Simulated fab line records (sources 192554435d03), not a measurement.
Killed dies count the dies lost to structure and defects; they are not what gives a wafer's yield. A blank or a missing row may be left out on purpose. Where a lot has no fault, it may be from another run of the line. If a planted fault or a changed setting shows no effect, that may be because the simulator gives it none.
fab line records	flow n5-finfet
record: lots: 10	wafers: 28	last-day: 19
route steps=1938 shown BEOL_M6@1251 BEOL_M7@1267 PASSIVATION@1936
lots untouched by any fault: they come from a run of this same line in which no faults occurred
start-h: hours from the record's first day to the start of the lot's first wafer shown	wait-h: hours elapsed since this lot's preceding step	" as in the row above	L1.1+2: one row covering several wafers at once	- no value present, or no start provided	* or withheld: withheld	< > ~ a bound
route shown NAME@n: a module of which the file shows steps, and the number in the route of the first	usual: mean/standard deviation taken from wafers without a fault	same: alike in all rows	chamber/n: place in a boat	sites: the reading at each site	_std_site: the standard deviation of these	_edge_site: outer sites' mean less inner sites'	radius-mm: for every site, how far away it sits from the centre of the wafer	mask NAME#n: copy n	behind: the most recent tool/chamber to have shaped the wafer	hold: reason for holding the lot/hours on hold/outcome of the hold	device: names the non-switching transistor (n, p or np)	end of line: the route-end tests of the same wafers	for a step that has no rows: nothing shown but its recipe	killed: at the first sort, the dies lost to defects and structure; wafer yield is something else	map: a wafer's dies, x killed, . not, _ none there
set.NAME: the setting as run; set.NAME@STEP: as run at that earlier step	model.NAME: the simulator's own value behind a step, which no gauge read
steps of the route over a sample of lots; a table a step, a row a wafer
services: when a tool's chamber went out of use (start-h, in hours from the record's first day, below 0 if earlier), for how many hours, and the reason
== steps ==
step: N5_BEOL_M6_ALD_77
recipe: material: TaN	target-thk-a: 20	temp-c: 275	ald-precursor-family: PDMAT	ald-co-reactant: NH3	pressure-torr: 3	carrier-flow-sccm: 1500	pulse-time-s: 2	purge-time-s: 3	co-reactant-purge-time-s: 2	co-reactant-pulse-time-s: 3	ald-cycles: 40	precursor-vessel-temp-c: 75	precursor-vessel-pressure-torr: 26.25	precursor-vessel-carrier-sccm: 1000
usual: heater-power-outer-w: 230/34	heater-power-w: 423/44	susceptor-temp-C: 275.00/0.18
lot.wafer	tool	chamber	start-h	wait-h	heater-power-outer-w	heater-power-w	susceptor-temp-C
L188.2	ald-metal-01	0	224.93	0.0	319	508	274.86
L188.4	"	2	"	"	198	394	274.84
L188.6	"	1	"	"	205	399	275.12
L191.1	ald-metal-04	2	232.86	0.0	212	448	274.99
L191.3	"	0	"	"	222	463	275.36
L193.1	ald-metal-01	2	256.90	0.1	202	380	274.98
L193.2	"	1	"	"	209	406	274.88
L199.1	ald-metal-01	3	295.18	0.3	227	433	274.92
L199.2	"	2	"	"	198	386	274.90
L199.3	"	1	"	"	207	412	275.40
L200.2	ald-metal-01	3	304.97	0.1	220	427	274.84
L200.4	"	0	"	"	322	508	275.20
L200.6	"	1	"	"	209	394	274.91
L204.1	ald-metal-01	1	306.19	0.1	209	408	275.11
L204.3	"	3	"	"	220	421	274.94
L204.4	"	0	"	"	314	512	274.95
L203.1	ald-metal-01	2	322.50	0.0	198	386	275.09
L203.2	"	3	"	"	220	445	274.92
L203.4	"	0	"	"	326	516	275.09
L205.2	ald-metal-02	2	326.65	0.0	230	399	275.00
L205.3	"	1	"	"	227	384	274.96
L205.5	"	2	"	"	228	398	274.93
L206.1	ald-metal-04	3	348.46	0.1	228	425	275.27
L206.2	"	0	"	"	224	444	274.97
L206.6	"	0	"	"	228	455	274.86
L209.1	ald-metal-04	3	359.94	0.0	226	427	275.03
L209.2	"	0	"	"	226	446	274.90
L209.6	"	0	"	"	224	457	274.99
step: N5_BEOL_M6_ANNEAL_51
recipe: temp-c: 225	time-s: 90	ambient: N2
usual: anneal-temp-c-max: 225.83/0.21	wafer_temp_C_max: 226.05/0.28
lot.wafer	tool	chamber	start-h	wait-h	anneal-temp-c-max	wafer_temp_C_max
L188.2	rtp-anneal-01	0	227.15	1.1	225.80	225.97
L188.4	"	0	"	"	225.94	226.19
L188.6	"	0	"	"	226.10	226.16
L191.1	rtp-anneal-01	0	234.07	0.4	226.10	226.43
L191.3	"	0	"	"	225.61	226.36
L193.1	rtp-anneal-01	0	259.32	0.1	225.77	226.03
L193.2	"	0	"	"	226.01	226.18
L199.1	rtp-anneal-01	0	298.73	0.4	226.15	226.30
L199.2	"	0	"	"	225.54	226.30
L199.3	"	0	"	"	225.88	226.94
L200.2	rtp-anneal-01	0	305.94	0.1	225.66	225.93
L200.4	"	0	"	"	225.68	226.01
L200.6	"	0	"	"	225.93	226.44
L204.1	rtp-anneal-02	0	307.12	0.1	226.05	225.98
L204.3	"	0	"	"	225.99	226.02
L204.4	"	0	"	"	225.97	226.00
L203.1	rtp-anneal-02	0	323.28	0.1	225.72	226.39
L203.2	"	0	"	"	225.46	225.90
L203.4	"	0	"	"	225.62	226.24
L205.2	rtp-anneal-02	0	328.25	0.4	226.06	225.71
L205.3	"	0	"	"	225.61	226.29
L205.5	"	0	"	"	225.64	225.91
L206.1	rtp-anneal-02	0	350.76	0.1	225.81	226.25
L206.2	"	0	"	"	225.67	225.89
L206.6	"	0	"	"	225.73	225.94
L209.1	rtp-anneal-02	0	361.23	0.1	225.78	225.76
L209.2	"	0	"	"	225.91	225.79
L209.6	"	0	"	"	226.03	226.10
step: N5_BEOL_M7_HM_DEP_02
recipe: material: TiN	target-thk-a: 200	temp-c: 25	chamber-pressure-pa: 0.49996
usual: chamber-pressure-pa: 0.5001/0.0011	susceptor-temp-C: 25.04/0.11	throttle-valve-pct: 30.0/1
lot.wafer	tool	chamber	start-h	wait-h	chamber-pressure-pa	susceptor-temp-C	throttle-valve-pct
L188.2	pvd-sputter-03	-	230.20	1.6	0.5021	24.96	30.7
L188.4	"	-	"	"	0.4982	24.99	29.3
L188.6	"	-	"	"	0.4988	25.02	29.0
L191.1	pvd-sputter-02	-	236.74	1.2	0.4998	24.94	29.0
L191.3	"	-	"	"	0.5004	25.12	29.2
L193.1	pvd-sputter-01	-	261.27	0.0	0.5002	24.88	29.0
L193.2	"	-	"	"	0.5000	24.98	32.1
L199.1	pvd-sputter-01	-	302.14	1.8	0.5002	25.11	31.1
L199.2	"	-	"	"	0.4999	25.04	32.2
L199.3	"	-	"	"	0.4994	24.80	30.9
L200.2	pvd-sputter-01	-	307.92	0.6	0.5002	25.21	31.2
L200.4	"	-	"	"	0.4991	24.86	32.2
L200.6	"	-	"	"	0.4992	25.09	30.9
L204.1	pvd-sputter-02	-	310.95	2.4	0.4998	24.89	29.3
L204.3	"	-	"	"	0.5016	25.03	30.6
L204.4	"	-	"	"	0.5003	24.99	29.1
L203.1	pvd-sputter-02	-	326.24	1.1	0.5001	24.95	29.6
L203.2	"	-	"	"	0.5008	25.05	29.1
L203.4	"	-	"	"	0.5006	25.10	30.4
L205.2	pvd-sputter-02	-	330.84	1.1	0.5014	25.21	30.4
L205.3	"	-	"	"	0.4993	25.16	30.5
L205.5	"	-	"	"	0.5011	25.26	30.2
L206.1	pvd-sputter-03	-	352.62	0.4	0.5003	24.96	30.6
L206.2	"	-	"	"	0.4992	25.07	29.5
L206.6	"	-	"	"	0.5007	24.95	29.4
L209.1	pvd-sputter-01	-	365.19	2.5	0.5020	25.02	31.0
L209.2	"	-	"	"	0.4992	25.12	28.7
L209.6	"	-	"	"	0.4992	25.12	29.0
step: N5_BEOL_M7_COAT_60
recipe: resist: SiARC	temp-c: 220	time-s: 60	spin-rpm: 1500	resist-thk-nm: 35
usual: dispense-pressure-kPa: 50/5.1	spin-speed-rpm: 1499.9/0.94
lot.wafer	tool	chamber	start-h	wait-h	dispense-pressure-kPa	spin-speed-rpm
L188.2	litho-track-04	0	230.32	-	55	1498.7
L188.4	"	0	"	"	55	1498.5
L188.6	"	0	"	"	55	1499.9
L191.1	litho-track-03	0	236.87	-	47	1500.4
L191.3	"	0	"	"	47	1498.2
L193.1	litho-track-04	0	261.40	-	55	1500.2
L193.2	"	0	"	"	55	1499.5
L199.1	litho-track-04	0	302.27	-	55	1499.8
L199.2	"	0	"	"	55	1500.4
L199.3	"	0	"	"	55	1501.8
L200.2	litho-track-04	0	308.05	-	55	1360.4
L200.4	"	0	"	"	55	1359.4
L200.6	"	0	"	"	55	1360.9
L204.1	litho-track-02	0	311.08	-	43	1498.8
L204.3	"	0	"	"	43	1500.0
L204.4	"	0	"	"	43	1499.8
L203.1	litho-track-04	0	326.37	-	55	1360.9
L203.2	"	0	"	"	55	1360.7
L203.4	"	0	"	"	55	1360.6
L205.2	litho-track-02	0	330.97	-	43	1500.7
L205.3	"	0	"	"	43	1500.6
L205.5	"	0	"	"	43	1500.1
L206.1	litho-track-03	0	352.75	-	47	1498.6
L206.2	"	0	"	"	47	1500.3
L206.6	"	0	"	"	47	1498.3
L209.1	litho-track-02	0	365.32	-	43	1499.7
L209.2	"	0	"	"	43	1498.7
L209.6	"	0	"	"	43	1500.4
step: N5_BEOL_M7_ETCH_61
recipe: chemistry: CF4	target: SiARC	target-depth-a: 455	mask-material: CAR-ArF	time-s: 75.8	ion-energy-ev: 80	pressure-mtorr: 40	source-w: 545	bias-w: 36	Ar_flow_sccm: 100	cf4-flow-sccm: 100	ends: cleared
usual: drypump-motor-current-A: 6.1/0.46	etch-rf-on-time-s: 77.2/1.3	oes-product-au: 0.65/0.074	rf-vpp-V: 183.8/1.5	showerhead-plenum-p-Torr: 2.12/0.1	throttle-valve-pct: 15.6/0.33
lot.wafer	tool	chamber	start-h	wait-h	drypump-motor-current-A	etch-rf-on-time-s	oes-product-au	rf-hours-counter-h	rf-vpp-V	showerhead-plenum-p-Torr	throttle-valve-pct
L188.2	rie-diel-01	3	230.82	0.0	6.3	77.4	0.58	237	183.8	2.11	15.7
L188.4	"	2	"	"	5.4	76.1	0.65	118	183.4	2.16	15.6
L188.6	"	1	"	"	5.5	76.7	0.59	-	184.8	2.12	16.2
L191.1	rie-diel-02	1	237.86	0.0	5.5	78.8	0.62	173	184.7	2.22	15.6
L191.3	"	2	"	"	6.6	78.0	0.65	137	182.4	1.99	15.6
L193.1	rie-diel-01	1	261.90	0.0	5.6	77.1	0.59	234	184.3	2.11	16.2
L193.2	"	3	"	"	6.3	77.3	0.58	247	184.4	2.11	15.7
L199.1	rie-diel-02	0	302.87	0.0	6.7	76.1	0.74	39	185.1	2.26	15.1
L199.2	"	1	"	"	5.6	79.5	0.61	190	186.1	2.21	15.6
L199.3	"	3	"	"	6.2	77.2	0.59	201	183.1	2.04	16.1
L200.2	rie-diel-02	2	308.42	0.0	6.7	80.4	0.64	156	181.7	1.98	15.7
L200.4	"	2	"	"	6.7	81.1	0.64	-	183.4	1.98	15.7
L200.6	"	3	"	"	6.2	82.4	0.59	-	183.3	2.04	16.1
L204.1	rie-diel-06	1	311.57	0.0	6.0	77.8	0.64	154	181.9	1.97	15.5
L204.3	"	0	"	"	6.0	75.2	0.76	29	183.4	2.10	15.3
L204.4	"	3	"	"	6.6	74.8	0.83	6	186.6	2.26	15.4
L203.1	rie-diel-06	0	326.78	0.0	6.0	78.8	0.76	34	183.2	2.10	15.3
L203.2	"	3	"	"	6.7	79.2	0.81	11	184.6	2.25	15.4
L203.4	"	2	"	"	5.6	83.2	0.59	211	185.0	2.21	15.8
L205.2	rie-diel-02	3	331.62	0.0	6.2	76.8	0.59	212	182.6	2.04	16.1
L205.3	"	0	"	"	6.8	75.8	0.73	51	184.8	2.25	15.1
L205.5	"	3	"	"	6.2	77.2	0.59	-	184.1	2.04	16.1
L206.1	rie-diel-06	2	353.25	0.0	5.6	79.6	0.58	218	184.2	2.21	15.8
L206.2	"	1	"	"	6.0	76.7	0.63	167	181.2	1.96	15.5
L206.6	"	2	"	"	5.6	79.3	0.58	-	184.1	2.21	15.8
L209.1	rie-diel-02	1	365.81	0.0	5.5	79.5	0.60	198	185.6	2.21	15.7
L209.2	"	3	"	"	6.2	77.5	0.58	223	182.3	2.04	16.1
L209.6	"	0	"	"	6.7	77.6	0.71	-	185.4	2.25	15.2
step: N5_PASSIVATION_PROBE_49
usual: defect-limited-yield: 91.3/1.3	killed_at_M0_to_M3: 34/9.1	killed_at_M4_up: 14/5.6	killed-at-contacts: 13/5.9	killed-at-front-end: 39/11	killed-at-other: 3.6/3	killed-dies: 102/16	killed-open: 68/12	killed-short: 33/7.3	sort_bin_5_function: 5.2/0.89	sort_bin_6_memory: 3.2/0.68	sort_bin_8_speed: 0.00/0.027	sort-n-pass: 1078/16	sort-yield-pct: 91.3/1.3
same: gross-dies: 1180	killed-at-back-side: 0	sort_bin_4_leakage[%]: 0
lot.wafer	tool	chamber	start-h	wait-h	defect-limited-yield[%]	killed_at_M0_to_M3	killed_at_M4_up	killed-at-contacts	killed-at-front-end	killed-at-other	killed-dies	killed-open	killed-short	sort_bin_5_function[%]	sort_bin_6_memory[%]	sort_bin_8_speed[%]	sort-n-pass	sort-yield-pct[%]
L191.1	prober-02	-	319.29	0.0	90.3	44	18	6	46	1	115	68	45	6.1	2.8	0	1065	90.3
L191.3	prober-02	-	319.39	0.1	91.5	25	7	1	60	7	100	61	38	4.8	3.2	0	1080	91.5
L199.2	prober-02	-	381.05	0.1	93.4	32	9	4	29	4	78	45	33	4.1	2.4	0	1102	93.4
L199.3	prober-02	-	381.10	0.1	90.5	45	19	10	33	5	112	77	33	5.8	3.5	0	1068	90.5
L200.2	prober-02	-	399.18	0.1	90.1	40	7	20	36	14	117	80	36	5.6	4.0	0	1063	90.1
L200.4	prober-02	-	399.28	0.2	93.1	25	8	12	33	4	82	46	31	3.3	3.1	0	1098	93.1
L200.6	prober-02	-	399.38	0.3	91.9	43	18	11	20	4	96	58	36	4.5	3.1	0	1084	91.9
L204.1	prober-01	-	399.92	0.0	91.8	34	11	6	40	6	97	63	34	5.2	2.8	0	1083	91.8
L204.3	prober-01	-	400.02	0.1	90.8	29	13	14	48	4	108	76	32	6.3	2.6	0	1072	90.8
L204.4	prober-01	-	400.07	0.2	90.0	28	22	14	45	9	118	79	39	6.6	3.3	0	1062	90.0
L203.1	prober-02	-	416.10	0.0	92.9	24	16	12	29	3	84	49	35	4.6	2.1	0	1096	92.9
L203.2	prober-02	-	416.15	0.1	91.4	23	17	7	54	0	101	66	30	4.7	3.2	0	1079	91.4
L203.4	prober-02	-	416.25	0.2	91.4	46	7	9	39	0	101	64	36	5.7	2.7	0	1079	91.4
L205.2	prober-02	-	417.43	0.1	90.8	38	25	14	31	1	109	75	32	6.8	2.2	0	1071	90.8
L205.3	prober-02	-	417.48	0.1	92.2	31	8	10	41	2	92	54	38	4.9	2.6	0	1088	92.2
L205.5	prober-02	-	417.58	0.2	92.4	39	15	6	29	1	90	47	41	4.3	3.0	0	1090	92.4
L206.1	prober-01	-	439.81	0.0	91.5	14	17	15	51	3	100	62	38	5.2	3.1	0	1080	91.5
L206.2	prober-01	-	439.86	0.1	91.5	26	10	12	51	1	100	42	56	5.3	2.5	0	1080	91.5
L206.6	prober-01	-	440.06	0.3	93.0	19	18	17	28	1	83	53	28	3.7	3.1	0	1097	93.0
killed by level:class
L191.1 FIN_SAQP:geometric-particle:short=14 BEOL_M0_SAQP:geometric-particle:short=14 BEOL_M0_SAQP:geometric-particle:open=13 FIN_SAQP:geometric-particle:open=8 BEOL_M4:geometric-particle:open=8 BEOL_M1:geometric-particle:open=6 STI_FIN_REVEAL:geometric-particle:open=5 GATE_CUT:geometric-particle:open=5
L191.3 STI_FIN_REVEAL:geometric-particle:open=14 FIN_SAQP:geometric-particle:short=13 BEOL_M1:geometric-particle:open=7 ILD0:geometric-particle:short=6 FIN_SAQP:geometric-particle:open=4 STI_FIN_REVEAL:geometric-particle:short=4 GATE_CUT:geometric-particle:short=4 BEOL_M0_SAQP:geometric-particle:short=4
L199.2 BEOL_M2:geometric-particle:open=8 GATE_CUT:geometric-particle:short=6 BEOL_M0_SAQP:geometric-particle:short=6 BEOL_M3:geometric-particle:open=6 FIN_SAQP:geometric-particle:short=5 BEOL_M0_SAQP:geometric-particle:open=5 FIN_SAQP:geometric-particle:open=4 BEOL_M4:geometric-particle:open=4
L199.3 BEOL_M3:geometric-particle:open=14 MOL_CONTACT_COAG:geometric-particle:open=9 BEOL_M4:geometric-particle:open=9 STI_FIN_REVEAL:geometric-particle:open=7 BEOL_M2:geometric-particle:open=7 BEOL_M4:geometric-particle:short=7 FIN_SAQP:geometric-particle:open=6 FIN_SAQP:geometric-particle:short=5
L200.2 MOL_CONTACT_COAG:geometric-particle:open=17 BEOL_M0_SAQP:geometric-particle:open=11 BEOL_M0_SAQP:geometric-particle:short=10 BEOL_M2:geometric-particle:open=10 STARTING-WAFER:geometric-particle:open=8 FIN_SAQP:geometric-particle:open=5 FIN_SAQP:geometric-particle:short=4 BEOL_M3:geometric-particle:open=4
L200.4 MOL_CONTACT_COAG:geometric-particle:open=10 FIN_SAQP:geometric-particle:short=6 BEOL_M0_SAQP:geometric-particle:open=6 HKMG_FIN:area-etch=5 BEOL_M0_SAQP:geometric-particle:short=4 BEOL_M1:geometric-particle:open=4 BEOL_M3:geometric-particle:open=4 FIN_SAQP:geometric-particle:open=3
L200.6 BEOL_M0_SAQP:geometric-particle:short=17 MOL_CONTACT_COAG:geometric-particle:open=10 BEOL_M0_SAQP:geometric-particle:open=10 FIN_SAQP:geometric-particle:open=6 BEOL_M1:geometric-particle:open=5 BEOL_M6:geometric-particle:open=4 DUMMY_GATE:geometric-particle:open=3 BEOL_M1:geometric-particle:short=3
L204.1 FIN_SAQP:geometric-particle:short=11 STI_FIN_REVEAL:geometric-particle:open=9 BEOL_M4:geometric-particle:open=7 FIN_SAQP:geometric-particle:open=6 BEOL_M3:geometric-particle:open=6 BEOL_M0_SAQP:geometric-particle:short=5 BEOL_M1:geometric-particle:open=5 MOL_CONTACT_COAG:geometric-particle:open=4
L204.3 STI_FIN_REVEAL:geometric-particle:open=15 MOL_CONTACT_COAG:geometric-particle:open=12 BEOL_M2:geometric-particle:open=10 BEOL_M0_SAQP:geometric-particle:short=7 DUMMY_GATE:geometric-particle:open=7 GATE_CUT:geometric-particle:short=7 BEOL_M4:geometric-particle:open=5 FIN_SAQP:geometric-particle:open=4
L204.4 MOL_CONTACT_COAG:geometric-particle:open=11 STI_FIN_REVEAL:geometric-particle:open=7 BEOL_M4:geometric-particle:open=7 BEOL_M3:geometric-particle:open=7 FIN_SAQP:geometric-particle:open=6 FIN_SAQP:geometric-particle:short=5 STI_FIN_REVEAL:geometric-particle:short=5 BEOL_M2:geometric-particle:open=5
L203.1 BEOL_M3:geometric-particle:open=11 MOL_CONTACT_COAG:geometric-particle:open=9 BEOL_M4:geometric-particle:open=8 FIN_SAQP:geometric-particle:short=6 BEOL_M0_SAQP:geometric-particle:short=5 STI_FIN_REVEAL:geometric-particle:open=4 BEOL_M4:geometric-particle:short=4 STI_FIN_REVEAL:geometric-particle:short=3
L203.2 STI_FIN_REVEAL:geometric-particle:open=22 FIN_SAQP:geometric-particle:open=8 BEOL_M0_SAQP:geometric-particle:short=8 MOL_CONTACT_COAG:geometric-particle:open=7 STI_FIN_REVEAL:geometric-particle:short=6 BEOL_M8:geometric-particle:open=5 BEOL_M3:geometric-particle:open=5 HKMG_FIN:area-etch=5
L203.4 BEOL_M0_SAQP:geometric-particle:short=15 BEOL_M0_SAQP:geometric-particle:open=12 FIN_SAQP:geometric-particle:open=11 DUMMY_GATE:geometric-particle:open=8 MOL_CONTACT_COAG:geometric-particle:open=7 BEOL_M3:geometric-particle:open=6 FIN_SAQP:geometric-particle:short=5 BEOL_M1:geometric-particle:short=4
L205.2 MOL_CONTACT_COAG:geometric-particle:open=10 BEOL_M2:geometric-particle:open=10 BEOL_M0_SAQP:geometric-particle:open=9 FIN_SAQP:geometric-particle:open=7 BEOL_M0_SAQP:geometric-particle:short=6 BEOL_M3:geometric-particle:open=6 DUMMY_GATE:geometric-particle:open=5 GATE_CUT:geometric-particle:short=5
L205.3 FIN_SAQP:geometric-particle:short=9 FIN_SAQP:geometric-particle:open=9 MOL_CONTACT_COAG:geometric-particle:open=9 BEOL_M0_SAQP:geometric-particle:short=7 BEOL_M0_SAQP:geometric-particle:open=7 DUMMY_GATE:geometric-particle:open=5 BEOL_M2:geometric-particle:open=5 BEOL_M3:geometric-particle:open=5
L205.5 BEOL_M0_SAQP:geometric-particle:short=11 BEOL_M0_SAQP:geometric-particle:open=8 GATE_CUT:geometric-particle:short=7 BEOL_M1:geometric-particle:short=7 BEOL_M3:geometric-particle:open=7 FIN_SAQP:geometric-particle:short=5 MOL_CONTACT_COAG:geometric-particle:open=5 BEOL_M2:geometric-particle:open=5
L206.1 FIN_SAQP:geometric-particle:short=18 MOL_CONTACT_COAG:geometric-particle:open=12 FIN_SAQP:geometric-particle:open=11 BEOL_M5:geometric-particle:open=8 GATE_CUT:geometric-particle:open=5 BEOL_M1:geometric-particle:open=4 STI_FIN_REVEAL:geometric-particle:open=4 GATE_CUT:geometric-particle:short=4
L206.2 FIN_SAQP:geometric-particle:short=24 MOL_CONTACT_COAG:geometric-particle:short=12 FIN_SAQP:geometric-particle:open=8 BEOL_M1:geometric-particle:open=8 BEOL_M0_SAQP:geometric-particle:short=6 BEOL_M0_SAQP:geometric-particle:open=4 BEOL_M5:geometric-particle:open=4 STI_FIN_REVEAL:geometric-particle:short=3
L206.6 MOL_CONTACT_COAG:geometric-particle:open=11 BEOL_M5:geometric-particle:open=10 FIN_SAQP:geometric-particle:short=9 BEOL_M0_SAQP:geometric-particle:open=5 MOL_CONTACT_COAG:geometric-particle:short=5 BEOL_M0_SAQP:geometric-particle:short=5 BEOL_M1:geometric-particle:open=4 STARTING-WAFER:geometric-particle:short=4
== services ==
tool	chamber	start-h	hours	kind
litho-track-04	-	212.01	-	consumable-replace:filter
litho-track-02	-	214.25	-	consumable-replace:filter
ald-metal-02	-	215.29	2.8	pm
litho-track-04	-	220.49	-	consumable-replace:filter
rtp-anneal-02	-	225.12	4.4	pm
rie-diel-06	-	227.86	0.3	repair
rie-diel-02	3	237.17	2.9	repair
ald-metal-02	-	255.41	0.9	repair
rie-diel-06	3	274.05	-	clean
rie-diel-06	3	274.05	-	consumable-replace:focus-ring
rie-diel-06	3	274.05	-	consumable-replace:showerhead
rie-diel-06	3	274.05	15.7	scheduled-down
rie-diel-06	3	274.05	15.7	vent-cycle
rie-diel-01	3	276.59	-	clean
rie-diel-01	3	276.59	-	consumable-replace:focus-ring
ald-metal-02	-	288.90	1.4	repair
ald-metal-02	2	291.72	13.6	repair
rie-diel-01	1	305.06	-	clean
litho-track-02	-	308.18	-	consumable-replace:filter
rie-diel-01	1	329.54	2.5	repair
ald-metal-02	-	337.17	0.8	repair
ald-metal-02	-	337.97	14.0	pm
rie-diel-01	-	345.20	2.8	pm
ald-metal-04	1	346.97	22.8	repair
== key ==
first-sign: step: N5_BEOL_M7_COAT_60	reading: spin-speed-rpm	direction: down	sigmas: 99+	usual: *	struck: *
effect: step: N5_BEOL_M7_ETCH_61	reading: etch-rf-on-time-s	direction: up	sigmas: 2.8	usual: *	struck: *
met-at N5_BEOL_M7_COAT_60
struck-lots L200,L203
not-acting-at N5_BEOL_M6_ALD_77,N5_BEOL_M6_ANNEAL_51,N5_BEOL_M7_HM_DEP_02
onset-between 302.27 308.05
fault: kind: process-parameter-drift	tool: litho-track-04	chamber: -	onset-h: 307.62	steps: N5_BEOL_M7_COAT_60	channel: spin-rpm	offset: *	shape: step	end-h: 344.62	acts-in: *	stated: *
